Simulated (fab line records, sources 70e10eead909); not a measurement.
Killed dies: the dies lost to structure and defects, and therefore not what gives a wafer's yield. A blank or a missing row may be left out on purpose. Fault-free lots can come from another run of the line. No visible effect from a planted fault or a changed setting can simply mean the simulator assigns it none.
Problem report, 8D (eight disciplines) form, completed by code :: flow nand-harc :: the parts of the form that need people (team, actions taken, sign-off) are left out

1. PROBLEM STATEMENT
Mean of thk-nm at NHARC_A_ONON_D2_THK_MEAS_30: 1493 nm across 6 wafers in 2 lots; on wafers with no fault it is 1000 nm (standard deviation 9.3). That is +53 standard deviations from the usual mean.
The step: measures by ellipsometry.
Earliest sighting: wafer L937.1 on film-metro-01 at day 15 17:22. Wafers with a number at this step in the record: 36, from 12 lots. Rule for "out", or "out of limits": more than 4 standard deviations from the usual mean. Any other wafer with a number is counted as sound.

2. WHAT IT IS AND WHAT IT IS NOT
question: which readings at this step
is: thk-nm
is not: -

question: which lots
is: L937, L939
is not: L932, L933, L935, L945, L946, L947, L948, L950, L951, L954

question: which wafers of those lots
is: all that have a number
is not: -

question: read on which gauges
is: film-metro-01
is not: film-metro-02

question: when
is: from day 15 17:22
is not: up to then (9 sound wafers); but 21 sound wafers of L945, L946, L947, L948, L950, L951, L954 came after

3. WHAT RULES OUT EACH SUSPECT
Counting: a tool stays on the suspect list if, at a process step up to the reading, it processed all lots that are out and no sound lot following the first of them.
- the gauge at NHARC_A_ONON_D2_THK_MEAS_30 has been ruled out. All the wafers that are out were read on film-metro-01, but those of them that NHARC_END_SORT_01 has rows for are out there too, on other tools.
- pecvd-onon-02 at NHARC_A_ONON_D2_DEP_28 (target thk 1000 nm): ruled out as a lasting fault. The sound lots L945, L947, L948, L951 went through it after L937, its earliest lot that is out (day 15 16:51).
Left after counting: nothing in the record.

4. THE CAUSE (what the simulator had put in)
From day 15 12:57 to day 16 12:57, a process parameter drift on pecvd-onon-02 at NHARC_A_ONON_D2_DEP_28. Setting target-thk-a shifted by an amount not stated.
It was ruled out by counting, in error; the rule expects a fault to strike all lots run on its tool from its start on, and this fault did not.

5. THE CHAIN OF EFFECTS, in route order
Each row: a reading whose mean over the struck wafers that have a number lies more than 3 standard deviations from the usual. Only readings whose record carries a usual standard deviation are examined. hours: median over the lots of the time between each lot's start at the first step of this table that gives one and its start at this step. sigmas: the change, counted in usual standard deviations.
hours: 0
step: NHARC_A_ONON_D2_THK_MEAS_30
reading: thk-nm
usual: 1000 nm
on struck wafers: 1493
change: +493
sigmas: +53

hours: 278
step: NHARC_END_SORT_01
reading: killed-at-array
usual: 59
on struck wafers: 674
change: +615
sigmas: +31

hours: 278
step: NHARC_END_SORT_01
reading: killed-dies
usual: 63
on struck wafers: 677
change: +614
sigmas: +29
At these later measuring or inspecting steps, every struck wafer for which the step has a row has a number for every such reading, and none has moved that far: NHARC_A_ONON_D2_INSPECT_32.

6. WHAT WOULD HAVE CAUGHT IT SOONER
In this record the first reading out of limits at a measuring or inspecting step was taken at day 15 17:22, 4 hours after the fault began at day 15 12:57.
